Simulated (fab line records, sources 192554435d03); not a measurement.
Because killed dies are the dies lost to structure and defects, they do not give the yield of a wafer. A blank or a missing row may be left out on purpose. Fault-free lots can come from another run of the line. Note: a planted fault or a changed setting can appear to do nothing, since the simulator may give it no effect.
fab line records    flow n5Finfet
[record] lots = 24  wafers = 72  lastDay = 17
route steps=1938 shown BEOL_M1@818 BEOL_M2@841
lots that met no fault: from a run of the same line without faults
startH: hours from the record's first day to the start of the lot's first wafer shown    waitH: how many hours have passed since the lot's step before this one    " as in the row above    L1.1+2: a single row standing in for several wafers    - no value present, or no start provided    * or withheld: withheld    < > ~ a bound
route shown NAME@n: NAME is a module with steps in the file, n the number in the route of the first one    usual: mean/standard deviation of fault-free wafers    same: alike in all rows    chamber/n: place in a boat    sites: readings site by site    _std_site: how widely they spread, as a standard deviation    _edge_site: outer sites' mean less inner sites'    radiusMm: for every site, how far away it sits from the centre of the wafer    mask NAME#n: copy n    behind: the last tool/chamber to shape the wafer    hold: cause of the lot's hold/its duration in hours/its outcome    device: whichever transistor did not switch (one of n, p or np)    end of line: tests of these same wafers at the route's end    a step given without rows: its recipe and nothing more    killed: count of dies lost to structure and defects at first sort (not the wafer's yield)    map: dies across one wafer; x = killed, . = not, _ = none there
set.NAME: the run value of the setting; set.NAME@STEP: its run value at that earlier step    model.NAME: the simulator's own value behind a step, which no gauge read
one table for each step of the route and one row for each wafer, over a sample of lots
services: when a tool's chamber went out of use (startH, in hours from the record's first day, below 0 if earlier), for how many hours, and the reason
[[steps]]
[step N5_BEOL_M1_SPUTTER_81]
[recipe] material = Cu  targetThkA = 45  tempC = -20  chamberPressurePa = 0.07  powerW = withheld  timeS = 8.29
[usual] throttleValvePct = 29.6/1.1
lot.wafer  tool           chamber  startH  waitH  throttleValvePct
L074.4     pvdSputter-01  -        129.88  0.1    30.3
L074.5     "              -        "       "      28.3
L074.6     "              -        "       "      30.1
L075.2     pvdSputter-02  -        142.84  0.1    28.8
L075.3     "              -        "       "      29.3
L075.4     "              -        "       "      29.7
L076.1     pvdSputter-03  -        146.24  0.1    29.1
L076.3     "              -        "       "      29.3
L076.4     "              -        "       "      31.0
L077.2     pvdSputter-02  -        146.28  0.1    30.1
L077.4     "              -        "       "      29.4
L077.5     "              -        "       "      30.2
L078.1     pvdSputter-03  -        158.97  0.1    29.1
L078.2     "              -        "       "      31.7
L078.4     "              -        "       "      31.1
L079.2     pvdSputter-01  -        161.28  0.1    27.4
L079.3     "              -        "       "      29.1
L079.5     "              -        "       "      27.2
L080.1     pvdSputter-02  -        166.03  0.1    30.0
L080.5     "              -        "       "      30.1
L080.6     "              -        "       "      28.6
L081.2     pvdSputter-02  -        170.77  0.1    29.9
L081.3     "              -        "       "      29.4
L081.5     "              -        "       "      29.3
L082.1     pvdSputter-02  -        182.39  0.1    30.1
L082.4     "              -        "       "      29.2
L082.6     "              -        "       "      30.2
L083.1     pvdSputter-01  -        188.13  0.1    30.2
L083.2     "              -        "       "      28.2
L083.5     "              -        "       "      29.4
L084.1     pvdSputter-02  -        193.54  0.1    29.6
L084.2     "              -        "       "      29.9
L084.4     "              -        "       "      28.7
L085.2     pvdSputter-02  -        197.40  0.1    28.9
L085.5     "              -        "       "      29.6
L085.6     "              -        "       "      30.1
L086.1     pvdSputter-03  -        200.63  0.1    29.2
L086.3     "              -        "       "      29.4
L086.4     "              -        "       "      31.7
L087.3     pvdSputter-03  -        207.93  0.1    29.1
L087.4     "              -        "       "      31.8
L087.6     "              -        "       "      29.1
L088.3     pvdSputter-02  -        214.68  0.1    28.7
L088.5     "              -        "       "      28.8
L088.6     "              -        "       "      30.2
L089.4     pvdSputter-03  -        220.35  0.1    32.0
L089.5     "              -        "       "      31.1
L089.6     "              -        "       "      29.3
L090.3     pvdSputter-02  -        222.01  0.1    29.9
L090.5     "              -        "       "      29.3
L090.6     "              -        "       "      30.3
L091.1     pvdSputter-01  -        239.81  0.1    28.2
L091.4     "              -        "       "      27.3
L091.5     "              -        "       "      29.4
L092.1     pvdSputter-02  -        240.13  0.1    30.0
L092.3     "              -        "       "      28.7
L092.6     "              -        "       "      30.3
L093.2     pvdSputter-01  -        242.99  0.1    30.1
L093.4     "              -        "       "      27.6
L093.6     "              -        "       "      27.9
L094.1     pvdSputter-01  -        245.67  0.1    29.5
L094.2     "              -        "       "      30.3
L094.6     "              -        "       "      29.5
L095.1     pvdSputter-01  -        250.33  0.1    27.6
L095.5     "              -        "       "      30.2
L095.6     "              -        "       "      27.5
L096.1     pvdSputter-03  -        262.07  0.1    31.8
L096.2     "              -        "       "      29.5
L096.6     "              -        "       "      31.3
L097.1     pvdSputter-02  -        268.63  0.1    29.9
L097.3     "              -        "       "      30.1
L097.5     "              -        "       "      29.9
[step N5_BEOL_M1_ANNEAL_91]
[recipe] tempC = 400  timeS = 240  ambient = vacuum
[usual] heaterPowerW = 818/68
lot.wafer  tool           chamber  startH  waitH  heaterPowerW
L074.4     pvdSputter-01  -        130.62  0.0    908
L074.5     "              -        "       "      838
L074.6     "              -        "       "      903
L075.2     pvdSputter-02  -        143.58  0.0    893
L075.3     "              -        "       "      781
L075.4     "              -        "       "      834
L076.1     pvdSputter-03  -        146.98  0.0    798
L076.3     "              -        "       "      641
L076.4     "              -        "       "      751
L077.2     pvdSputter-02  -        147.02  0.0    831
L077.4     "              -        "       "      794
L077.5     "              -        "       "      811
L078.1     pvdSputter-03  -        159.71  0.0    798
L078.2     "              -        "       "      855
L078.4     "              -        "       "      743
L079.2     pvdSputter-01  -        162.02  0.0    861
L079.3     "              -        "       "      678
L079.5     "              -        "       "      861
L080.1     pvdSputter-02  -        166.77  0.0    847
L080.5     "              -        "       "      845
L080.6     "              -        "       "      864
L081.2     pvdSputter-02  -        171.51  0.0    836
L081.3     "              -        "       "      804
L081.5     "              -        "       "      812
L082.1     pvdSputter-02  -        183.13  0.0    852
L082.4     "              -        "       "      802
L082.6     "              -        "       "      835
L083.1     pvdSputter-01  -        188.87  0.0    902
L083.2     "              -        "       "      850
L083.5     "              -        "       "      706
L084.1     pvdSputter-02  -        194.28  0.0    815
L084.2     "              -        "       "      831
L084.4     "              -        "       "      879
L085.2     pvdSputter-02  -        198.14  0.0    893
L085.5     "              -        "       "      782
L085.6     "              -        "       "      839
L086.1     pvdSputter-03  -        201.37  0.0    818
L086.3     "              -        "       "      640
L086.4     "              -        "       "      886
L087.3     pvdSputter-03  -        208.67  0.0    807
L087.4     "              -        "       "      899
L087.6     "              -        "       "      803
L088.3     pvdSputter-02  -        215.46  0.0    900
L088.5     "              -        "       "      885
L088.6     "              -        "       "      844
L089.4     pvdSputter-03  -        221.09  0.0    858
L089.5     "              -        "       "      750
L089.6     "              -        "       "      630
L090.3     pvdSputter-02  -        222.84  0.0    789
L090.5     "              -        "       "      819
L090.6     "              -        "       "      852
L091.1     pvdSputter-01  -        240.55  0.0    844
L091.4     "              -        "       "      895
L091.5     "              -        "       "      712
L092.1     pvdSputter-02  -        240.87  0.0    808
L092.3     "              -        "       "      897
L092.6     "              -        "       "      852
L093.2     pvdSputter-01  -        243.73  0.0    913
L093.4     "              -        "       "      878
L093.6     "              -        "       "      836
L094.1     pvdSputter-01  -        246.41  0.0    689
L094.2     "              -        "       "      866
L094.6     "              -        "       "      706
L095.1     pvdSputter-01  -        251.07  0.0    874
L095.5     "              -        "       "      918
L095.6     "              -        "       "      868
L096.1     pvdSputter-03  -        262.81  0.0    878
L096.2     "              -        "       "      634
L096.6     "              -        "       "      731
L097.1     pvdSputter-02  -        269.37  0.0    795
L097.3     "              -        "       "      843
L097.5     "              -        "       "      784
[step N5_BEOL_M1_SPUTTER_94]
[recipe] material = Cu  targetThkA = 45  tempC = -20  chamberPressurePa = 0.07  powerW = withheld  timeS = 8.29
[usual] throttleValvePct = 29.6/1.1
lot.wafer  tool           chamber  startH  waitH  throttleValvePct
L074.4     pvdSputter-01  -        130.98  0.1    30.2
L074.5     "              -        "       "      28.1
L074.6     "              -        "       "      30.3
L075.2     pvdSputter-02  -        143.94  0.1    28.6
L075.3     "              -        "       "      29.7
L075.4     "              -        "       "      29.9
L076.1     pvdSputter-03  -        147.34  0.1    29.1
L076.3     "              -        "       "      29.4
L076.4     "              -        "       "      31.2
L077.2     pvdSputter-02  -        147.38  0.1    30.3
L077.4     "              -        "       "      29.3
L077.5     "              -        "       "      29.9
L078.1     pvdSputter-03  -        160.07  0.1    29.2
L078.2     "              -        "       "      31.6
L078.4     "              -        "       "      31.1
L079.2     pvdSputter-01  -        162.38  0.1    27.4
L079.3     "              -        "       "      29.5
L079.5     "              -        "       "      27.3
L080.1     pvdSputter-02  -        167.13  0.1    30.3
L080.5     "              -        "       "      30.0
L080.6     "              -        "       "      28.7
L081.2     pvdSputter-02  -        171.87  0.1    30.1
L081.3     "              -        "       "      29.3
L081.5     "              -        "       "      29.5
L082.1     pvdSputter-02  -        183.49  0.1    30.1
L082.4     "              -        "       "      29.6
L082.6     "              -        "       "      30.0
L083.1     pvdSputter-01  -        189.23  0.1    30.5
L083.2     "              -        "       "      28.2
L083.5     "              -        "       "      29.4
L084.1     pvdSputter-02  -        194.64  0.1    29.4
L084.2     "              -        "       "      30.0
L084.4     "              -        "       "      28.7
L085.2     pvdSputter-02  -        198.50  0.1    28.8
L085.5     "              -        "       "      29.6
L085.6     "              -        "       "      30.2
L086.1     pvdSputter-03  -        201.73  0.1    29.1
L086.3     "              -        "       "      29.3
L086.4     "              -        "       "      31.7
L087.3     pvdSputter-03  -        209.03  0.1    29.2
L087.4     "              -        "       "      31.7
L087.6     "              -        "       "      29.1
L088.3     pvdSputter-02  -        215.86  0.1    28.6
L088.5     "              -        "       "      28.4
L088.6     "              -        "       "      30.1
L089.4     pvdSputter-03  -        221.45  0.1    31.8
L089.5     "              -        "       "      31.2
L089.6     "              -        "       "      29.3
L090.3     pvdSputter-02  -        223.24  0.1    29.9
L090.5     "              -        "       "      29.5
L090.6     "              -        "       "      30.2
L091.1     pvdSputter-01  -        240.91  0.1    28.1
L091.4     "              -        "       "      27.3
L091.5     "              -        "       "      29.5
L092.1     pvdSputter-02  -        241.23  0.1    29.8
L092.3     "              -        "       "      28.8
L092.6     "              -        "       "      30.1
L093.2     pvdSputter-01  -        244.09  0.1    30.4
L093.4     "              -        "       "      27.7
L093.6     "              -        "       "      28.3
L094.1     pvdSputter-01  -        246.77  0.1    29.3
L094.2     "              -        "       "      30.2
L094.6     "              -        "       "      29.3
L095.1     pvdSputter-01  -        251.43  0.1    27.6
L095.5     "              -        "       "      30.2
L095.6     "              -        "       "      27.5
L096.1     pvdSputter-03  -        263.17  0.1    31.8
L096.2     "              -        "       "      29.1
L096.6     "              -        "       "      31.1
L097.1     pvdSputter-02  -        269.73  0.1    30.2
L097.3     "              -        "       "      29.8
L097.5     "              -        "       "      30.2
[step N5_BEOL_M1_DEP_57]
[recipe] material = SiCN  targetThkA = 80  tempC = withheld  precursor = 3MS/NH3  pressureTorr = 3  rfW = 202  timeS = 14
[usual] showerheadPlenumPTorr = 3.669/0.015  showerheadVppV = 883/34  throttleValvePct = 9.3/0.61
lot.wafer  tool      chamber  startH  waitH  showerheadPlenumPTorr  showerheadVppV  sinceWetCleanH  throttleValvePct
L074.4     pecvd-02  0        132.20  0.0    3.664                  914             -               8.9
L074.5     "         2        "       "      3.644                  944             -               8.9
L074.6     "         1        "       "      3.656                  878             -               9.2
L075.2     pecvd-01  0        145.14  0.0    3.709                  883             668             10.2
L075.3     "         1        "       "      3.675                  822             1393            9.1
L075.4     "         1        "       "      3.661                  819             -               9.3
L076.1     pecvd-03  2        148.54  0.0    3.666                  869             432             8.6
L076.3     "         0        "       "      3.650                  905             1215            10.3
L076.4     "         0        "       "      3.665                  908             -               10.2
L077.2     pecvd-01  1        148.85  0.0    3.665                  821             1396            9.5
L077.4     "         0        "       "      3.691                  891             -               10.0
L077.5     "         2        "       "      3.674                  905             -               9.3
L078.1     pecvd-01  1        161.27  0.0    3.660                  804             1409            9.2
L078.2     "         0        "       "      3.712                  892             684             10.2
L078.4     "         2        "       "      3.667                  916             -               9.2
L079.2     pecvd-02  2        163.58  0.0    3.642                  939             113             8.8
L079.3     "         0        "       "      3.661                  925             867             9.1
L079.5     "         0        "       "      3.661                  896             -               8.9
L080.1     pecvd-01  0        168.33  0.0    3.693                  892             691             10.3
L080.5     "         1        "       "      3.668                  818             -               9.3
L080.6     "         2        "       "      3.682                  905             -               9.4
L081.2     pecvd-03  2        173.38  0.0    3.657                  883             457             8.7
L081.3     "         1        "       "      3.675                  860             1965            8.5
L081.5     "         1        "       "      3.680                  863             -               8.6
L082.1     pecvd-01  2        184.69  0.0    3.669                  919             455             9.4
L082.4     "         1        "       "      3.662                  807             -               9.3
L082.6     "         2        "       "      3.678                  931             -               9.4
L083.1     pecvd-02  1        191.34  0.0    3.664                  879             1620            9.3
L083.2     "         2        "       "      3.648                  916             141             8.7
L083.5     "         2        "       "      3.647                  935             -               8.8
L084.1     pecvd-03  1        195.85  0.0    3.677                  864             1987            8.5
L084.2     "         0        "       "      3.664                  898             1262            10.4
L084.4     "         0        "       "      3.655                  910             -               10.0
L085.2     pecvd-03  2        199.72  0.0    3.663                  856             483             8.9
L085.5     "         2        "       "      3.659                  883             -               9.0
L085.6     "         1        "       "      3.661                  877             -               8.5
L086.1     pecvd-02  1        202.93  0.0    3.675                  901             1632            9.5
L086.3     "         2        "       "      3.645                  928             153             8.8
L086.4     "         0        "       "      3.666                  913             -               9.1
L087.3     pecvd-02  1        210.24  0.0    3.662                  882             1639            9.2
L087.4     "         0        "       "      3.660                  910             -               8.8
L087.6     "         1        "       "      3.673                  886             -               9.1
L088.3     pecvd-02  2        217.10  0.0    3.655                  942             167             9.1
L088.5     "         2        "       "      3.642                  920             -               8.7
L088.6     "         0        "       "      3.667                  922             -               8.8
L089.4     pecvd-03  1        222.70  0.0    3.674                  869             -               8.4
L089.5     "         1        "       "      3.672                  839             -               8.5
L089.6     "         2        "       "      3.666                  891             -               8.7
L090.3     pecvd-03  2        224.51  0.0    3.648                  890             -               8.6
L090.5     "         2        "       "      3.659                  888             -               8.9
L090.6     "         1        "       "      3.683                  873             -               8.4
L091.1     pecvd-03  0        242.11  0.0    3.652                  908             1308            10.3
L091.4     "         0        "       "      3.671                  913             -               10.1
L091.5     "         2        "       "      3.661                  902             -               8.6
L092.1     pecvd-01  0        242.51  0.0    3.694                  872             765             10.3
L092.3     "         1        "       "      3.674                  823             1490            9.2
L092.6     "         0        "       "      3.698                  900             -               10.5
L093.2     pecvd-01  0        245.61  0.0    3.703                  882             768             10.3
L093.4     "         0        "       "      3.690                  887             -               10.3
L093.6     "         2        "       "      3.674                  909             -               9.4
L094.1     pecvd-01  2        247.97  0.0    3.663                  923             518             9.4
L094.2     "         0        "       "      3.695                  882             771             10.3
L094.6     "         2        "       "      3.683                  904             -               9.3
L095.1     pecvd-03  1        252.66  0.0    3.664                  846             2044            8.5
L095.5     "         1        "       "      3.671                  869             -               8.5
L095.6     "         0        "       "      3.657                  900             -               10.2
L096.1     pecvd-01  2        264.37  0.0    3.685                  909             534             9.3
L096.2     "         0        "       "      3.700                  891             787             10.4
L096.6     "         2        "       "      3.676                  906             -               9.8
L097.1     pecvd-01  0        270.93  0.0    3.699                  896             794             10.6
L097.3     "         2        "       "      3.667                  895             541             9.6
L097.5     "         0        "       "      3.701                  889             -               10.2
[step N5_BEOL_M2_ILD_DEP_00]
[recipe] material = SiOC  targetThkA = 790  tempC = 350  precursor = DEMS/O2  pressureTorr = 5  rfW = 500  timeS = 15.3
[usual] heaterPowerW = 452/82  showerheadPlenumPTorr = 5.698/0.015  showerheadVppV = 1406/75  throttleValvePct = 12.2/0.82
lot.wafer  tool      chamber  startH  waitH  heaterPowerW  showerheadPlenumPTorr  showerheadVppV  sinceWetCleanH  throttleValvePct
L074.4     pecvd-01  2        132.33  0.1    373           5.712                  1424            -               12.2
L074.5     "         1        "       "      409           5.688                  1309            -               12.2
L074.6     "         0        "       "      436           5.719                  1419            -               13.2
L075.2     pecvd-03  1        145.27  0.0    308           5.716                  1371            1937            11.2
L075.3     "         0        "       "      391           5.698                  1430            1212            13.5
L075.4     "         2        "       "      556           5.685                  1397            -               11.6
L076.1     pecvd-01  1        148.67  0.0    463           5.702                  1293            1396            12.0
L076.3     "         0        "       "      429           5.728                  1407            671             13.5
L076.4     "         2        "       "      432           5.707                  1441            -               12.3
L077.2     pecvd-01  1        148.98  0.0    399           5.682                  1269            1397            12.4
L077.4     "         0        "       "      393           5.721                  1410            -               13.7
L077.5     "         2        "       "      373           5.707                  1455            -               12.4
L078.1     pecvd-04  2        161.40  0.0    438           5.695                  1456            282             12.0
L078.2     "         1        "       "      600           5.703                  1608            1772            12.4
L078.4     "         1        "       "      595           5.696                  1591            -               12.2
L079.2     pecvd-01  0        163.71  0.0    442           5.730                  1431            686             13.4
L079.3     "         2        "       "      435           5.694                  1431            434             12.4
L079.5     "         0        "       "      430           5.742                  1369            -               13.3
L080.1     pecvd-03  0        168.46  0.0    405           5.683                  1412            1235            13.6
L080.5     "         2        "       "      595           5.682                  1385            -               11.4
L080.6     "         0        "       "      403           5.682                  1428            -               13.5
L081.2     pecvd-01  0        173.51  0.0    395           5.715                  1403            696             13.5
L081.3     "         2        "       "      384           5.714                  1407            443             12.4
L081.5     "         0        "       "      393           5.731                  1365            -               13.5
L082.1     pecvd-03  0        184.82  0.0    412           5.678                  1448            1251            13.5
L082.4     "         1        "       "      372           5.710                  1348            -               11.0
L082.6     "         2        "       "      517           5.690                  1376            -               11.7
L083.1     pecvd-03  2        191.47  0.0    610           5.701                  1388            475             11.5
L083.2     "         0        "       "      456           5.698                  1414            1258            13.7
L083.5     "         1        "       "      370           5.714                  1346            -               11.1
L084.1     pecvd-04  2        195.98  0.0    383           5.699                  1452            317             12.2
L084.2     "         0        "       "      463           5.709                  1361            1081            11.7
L084.4     "         2        "       "      402           5.676                  1467            -               12.1
L085.2     pecvd-01  1        199.85  0.0    429           5.685                  1288            1447            11.9
L085.5     "         2        "       "      445           5.715                  1436            -               12.5
L085.6     "         1        "       "      438           5.713                  1295            -               12.3
L086.1     pecvd-03  1        203.06  0.0    303           5.691                  1362            1994            11.1
L086.3     "         0        "       "      423           5.685                  1431            1269            13.2
L086.4     "         0        "       "      433           5.687                  1393            -               13.5
L087.3     pecvd-03  0        210.37  0.0    408           5.701                  1417            1277            13.3
L087.4     "         1        "       "      379           5.701                  1361            -               11.2
L087.6     "         0        "       "      406           5.690                  1440            -               13.6
L088.3     pecvd-03  1        217.23  0.0    337           5.705                  1356            2009            11.1
L088.5     "         2        "       "      587           5.685                  1394            -               11.4
L088.6     "         0        "       "      384           5.701                  1436            -               13.4
L089.4     pecvd-01  0        222.84  0.1    427           5.727                  1390            -               13.6
L089.5     "         0        "       "      441           5.708                  1411            -               13.8
L089.6     "         1        "       "      456           5.687                  1278            -               12.3
L090.3     pecvd-04  2        224.64  0.0    412           5.681                  1461            345             12.1
L090.5     "         1        "       "      575           5.681                  1568            -               12.2
L090.6     "         2        "       "      419           5.699                  1466            -               12.3
L091.1     pecvd-04  1        242.24  0.0    637           5.689                  1588            1852            12.2
L091.4     "         2        "       "      459           5.700                  1442            -               12.2
L091.5     "         1        "       "      655           5.678                  1618            -               12.2
L092.1     pecvd-04  0        242.64  0.0    477           5.689                  1359            1128            11.4
L092.3     "         2        "       "      419           5.695                  1449            363             12.3
L092.6     "         0        "       "      480           5.694                  1368            -               11.8
L093.2     pecvd-04  0        245.74  0.0    405           5.696                  1346            1131            11.8
L093.4     "         2        "       "      363           5.679                  1446            -               12.2
L093.6     "         0        "       "      399           5.692                  1350            -               11.8
L094.1     pecvd-03  0        248.10  0.0    420           5.695                  1403            1314            13.3
L094.2     "         2        "       "      580           5.672                  1387            531             11.3
L094.6     "         2        "       "      618           5.689                  1394            -               11.6
L095.1     pecvd-04  2        252.79  0.0    367           5.701                  1455            373             12.3
L095.5     "         1        "       "      592           5.674                  1581            -               12.4
L095.6     "         0        "       "      486           5.694                  1386            -               11.7
L096.1     pecvd-03  0        264.50  0.0    405           5.695                  1444            1331            13.5
L096.2     "         2        "       "      524           5.684                  1371            548             11.5
L096.6     "         1        "       "      358           5.717                  1360            -               11.1
L097.1     pecvd-03  2        271.06  0.0    568           5.692                  1394            554             11.8
L097.3     "         1        "       "      370           5.708                  1364            2062            11.1
L097.5     "         0        "       "      450           5.692                  1402            -               13.7
[step N5_BEOL_M2_STRIP_66]
[recipe] chemistry = CF4  resist = SiARC  powerW = 300  biasPowerW = 75  pressureMtorr = 50  cf4FlowSccm = 150  rfFrequencyHz = 6e+07
[usual] drypumpMotorCurrentA = 5.7/0.5  oesProductAu = 0.80/0.071  rfVppV = 271.3/1.7  showerheadPlenumPTorr = 1.80/0.062  throttleValvePct = 13.57/0.2
lot.wafer  tool        chamber  startH  waitH  drypumpMotorCurrentA  oesProductAu  rfHoursCounterH  rfVppV  showerheadPlenumPTorr  throttleValvePct
L074.4     rieDiel-06  1        134.31  0.0    6.7                   0.81          93               269.9   1.74                   13.62
L074.5     "           2        "       "      5.4                   0.90          -                272.5   1.88                   13.43
L074.6     "           1        "       "      6.6                   0.81          -                270.6   1.74                   13.62
L075.2     rieDiel-01  3        146.28  0.0    5.7                   0.87          25               270.9   1.75                   13.47
L075.3     "           2        "       "      6.3                   0.70          246              272.3   1.77                   13.90
L075.4     "           0        "       "      6.1                   0.72          214              269.5   1.72                   13.91
L076.1     rieDiel-06  0        149.64  0.0    5.3                   0.91          9                273.2   1.90                   13.36
L076.3     "           2        "       "      5.4                   0.89          23               272.4   1.88                   13.44
L076.4     "           3        "       "      5.1                   0.87          41               273.2   1.88                   13.40
L077.2     rieDiel-01  2        150.79  0.0    6.3                   0.69          248              271.2   1.77                   13.89
L077.4     "           3        "       "      5.7                   0.87          27               269.9   1.75                   13.48
L077.5     "           2        "       "      6.3                   0.69          -                270.8   1.77                   13.90
L078.1     rieDiel-01  3        163.65  0.0    5.7                   0.85          32               270.9   1.75                   13.49
L078.2     "           1        "       "      5.3                   0.69          210              270.7   1.79                   13.84
L078.4     "           0        "       "      6.1                   0.71          -                268.8   1.72                   13.91
L079.2     rieDiel-06  2        164.60  0.0    5.4                   0.89          29               273.3   1.88                   13.45
L079.3     "           3        "       "      5.2                   0.85          47               272.0   1.88                   13.42
L079.5     "           3        "       "      5.2                   0.85          -                273.2   1.88                   13.42
L080.1     rieDiel-06  0        170.10  0.0    5.3                   0.89          17               274.5   1.90                   13.39
L080.5     "           0        "       "      5.3                   0.89          -                273.8   1.90                   13.36
L080.6     "           1        "       "      6.6                   0.80          -                269.8   1.74                   13.63
L081.2     rieDiel-01  0        175.00  0.0    6.1                   0.70          228              269.9   1.72                   13.93
L081.3     "           3        "       "      5.7                   0.85          39               271.2   1.75                   13.49
L081.5     "           1        "       "      5.3                   0.68          -                270.2   1.79                   13.86
L082.1     rieDiel-01  1        186.40  0.0    5.3                   0.69          222              270.3   1.79                   13.85
L082.4     "           2        "       "      6.3                   0.95          2                271.4   1.77                   13.36
L082.6     "           2        "       "      6.4                   0.94          -                270.4   1.77                   13.35
L083.1     rieDiel-01  0        193.09  0.0    6.1                   0.70          235              268.6   1.72                   13.94
L083.2     "           2        "       "      6.4                   0.93          5                270.2   1.77                   13.36
L083.5     "           3        "       "      5.8                   0.83          -                268.7   1.74                   13.50
L084.1     rieDiel-02  2        197.00  0.0    5.7                   0.79          88               273.0   1.87                   13.38
L084.2     "           1        "       "      5.6                   0.81          70               272.1   1.84                   13.41
L084.4     "           0        "       "      5.8                   0.83          48               272.4   1.82                   13.26
L085.2     rieDiel-06  3        200.94  0.0    5.1                   0.83          60               272.7   1.88                   13.43
L085.5     "           2        "       "      5.4                   0.86          -                272.6   1.88                   13.49
L085.6     "           3        "       "      5.2                   0.84          -                272.2   1.88                   13.42
L086.1     rieDiel-01  2        205.37  0.0    6.4                   0.91          9                272.0   1.77                   13.36
L086.3     "           1        "       "      5.3                   0.68          228              271.7   1.79                   13.90
L086.4     "           0        "       "      6.1                   0.70          239              267.9   1.72                   13.95
L087.3     rieDiel-02  0        213.62  0.0    5.8                   0.83          55               271.6   1.82                   13.27
L087.4     "           2        "       "      5.8                   0.78          94               271.9   1.87                   13.36
L087.6     "           0        "       "      5.8                   0.83          -                273.2   1.82                   13.26
L088.3     rieDiel-02  0        218.85  0.0    5.8                   0.83          57               272.6   1.82                   13.27
L088.5     "           3        "       "      4.7                   0.80          -                270.2   1.74                   13.72
L088.6     "           2        "       "      5.7                   0.79          -                272.5   1.87                   13.37
L089.4     rieDiel-06  0        226.18  0.0    5.3                   0.86          36               273.6   1.89                   13.43
L089.5     "           0        "       "      5.3                   0.86          -                273.3   1.89                   13.44
L089.6     "           1        "       "      6.6                   0.78          -                270.1   1.73                   13.66
L090.3     rieDiel-01  2        227.22  0.0    6.4                   0.89          16               271.2   1.77                   13.38
L090.5     "           3        "       "      5.7                   0.81          -                271.3   1.74                   13.53
L090.6     "           2        "       "      6.3                   0.89          -                269.7   1.76                   13.38
L091.1     rieDiel-01  1        243.67  0.0    5.3                   0.67          242              270.5   1.79                   13.91
L091.4     "           1        "       "      5.3                   0.68          -                271.0   1.79                   13.91
L091.5     "           2        "       "      6.3                   0.89          -                270.2   1.76                   13.38
L092.1     rieDiel-02  1        243.94  0.0    5.6                   0.80          86               270.5   1.83                   13.46
L092.3     "           2        "       "      5.7                   0.78          104              272.8   1.87                   13.41
L092.6     "           2        "       "      5.7                   0.78          -                273.6   1.87                   13.42
L093.2     rieDiel-01  2        248.09  0.0    6.4                   0.87          24               271.6   1.76                   13.38
L093.4     "           2        "       "      6.4                   0.88          -                269.8   1.76                   13.40
L093.6     "           1        "       "      5.3                   0.67          -                270.5   1.78                   13.91
L094.1     rieDiel-02  1        249.47  0.0    5.6                   0.79          88               271.5   1.83                   13.47
L094.2     "           2        "       "      5.7                   0.78          106              274.0   1.87                   13.41
L094.6     "           2        "       "      5.7                   0.77          -                271.9   1.87                   13.42
L095.1     rieDiel-02  0        255.41  0.0    5.8                   0.81          72               271.0   1.82                   13.32
L095.5     "           1        "       "      5.6                   0.79          -                271.7   1.83                   13.46
L095.6     "           2        "       "      5.7                   0.78          -                272.7   1.86                   13.41
L096.1     rieDiel-06  0        266.82  0.0    5.3                   0.83          48               272.8   1.89                   13.46
L096.2     "           2        "       "      5.4                   0.83          65               274.2   1.87                   13.54
L096.6     "           3        "       "      5.1                   0.81          -                272.0   1.87                   13.48
L097.1     rieDiel-01  3        273.56  0.0    5.7                   0.80          78               268.8   1.74                   13.57
L097.3     "           0        "       "      6.1                   0.95          1                274.1   1.92                   13.40
L097.5     "           3        "       "      5.7                   0.80          -                270.5   1.74                   13.58
[[services]]
tool        chamber  startH  hours  kind
pecvd-04    -        109.34  1.7    repair
pecvd-02    -        123.70  1.1    repair
pecvd-01    -        123.82  1.4    repair
pecvd-04    -        131.26  6.0    pm
pecvd-02    2        135.92  18.3   repair
rieDiel-02  0        145.20  4.2    repair
rieDiel-01  2        155.86  -      clean
rieDiel-01  2        155.86  -      consumableReplace:focusRing
rieDiel-01  2        155.86  24.8   scheduledDown
rieDiel-01  2        155.86  24.8   ventCycle
pecvd-01    2        217.11  6.5    repair
pecvd-03    0        218.77  14.6   repair
rieDiel-06  3        219.51  1.4    repair
pecvd-03    -        232.87  3.7    repair
rieDiel-01  0        239.19  -      clean
rieDiel-01  0        239.19  -      consumableReplace:focusRing
rieDiel-01  0        239.19  -      consumableReplace:showerhead
rieDiel-01  0        239.19  32.1   scheduledDown
rieDiel-01  0        239.19  32.1   ventCycle
pecvd-01    -        252.22  2.3    repair
rieDiel-02  1        259.35  18.6   repair
rieDiel-01  1        271.35  -      clean
rieDiel-01  1        271.35  -      consumableReplace:focusRing
pecvd-04    0        271.90  10.6   repair
[[key]]
fault none
